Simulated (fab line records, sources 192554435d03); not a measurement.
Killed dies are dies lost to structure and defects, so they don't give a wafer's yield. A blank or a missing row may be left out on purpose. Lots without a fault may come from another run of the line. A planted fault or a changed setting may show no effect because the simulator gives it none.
Which tool did it? | flow n5_finfet | 11 lots, 31 wafers sampled, at 1 step of a route of 1938

WHAT THE GAUGES READ, wafer by wafer
N5_PASSIVATION_INSPECT_64: inspects for defects (macro).
lot  | measured     | on                | raw_defect_count
L433 | day 12 20:25 | defect_inspect-01 | 1 4 4
L436 | day 12 20:58 | defect_inspect-02 | 4 3 0
L437 | day 13 10:11 | defect_inspect-01 | 2 2 1
L439 | day 13 20:05 | defect_inspect-01 | 1 4 6
L442 | day 14 10:47 | defect_inspect-01 | 1 0 2
L444 | day 15 07:47 | defect_inspect-01 | 2 3
L449 | day 16 08:49 | defect_inspect-01 | 4 4 3
L450 | day 16 15:45 | defect_inspect-01 | 2 2 3
L451 | day 16 22:20 | defect_inspect-01 | 1 3
L455 | day 18 00:41 | defect_inspect-01 | 1 2 2
L454 | day 18 01:26 | defect_inspect-01 | 0 2 1

WHICH TOOL RAN EACH LOT (tool, then ch and the chambers of the sampled wafers, then the start)
The record holds no process step before these readings.

THE ANSWER, worked out from the rows above alone
Rule: what is usual is taken from the lots themselves. Put in order of their means at a reading, lots are off if they are a third of the lots or fewer, leave a main group of 4 or more, and stand apart from it by a gap of 3 or more times the standard deviation of the main group's means; of several such gaps the widest counts. A main group whose means are all the same, to the digits that the tables above print for the reading, isn't used. A lot without any number at a reading at which 4 lots or more have one is off too. The other lots that the step has rows for count as sound.
No lot is off at any reading shown: from this, nothing can be told.

WHAT THE SIMULATOR HAD PUT IN
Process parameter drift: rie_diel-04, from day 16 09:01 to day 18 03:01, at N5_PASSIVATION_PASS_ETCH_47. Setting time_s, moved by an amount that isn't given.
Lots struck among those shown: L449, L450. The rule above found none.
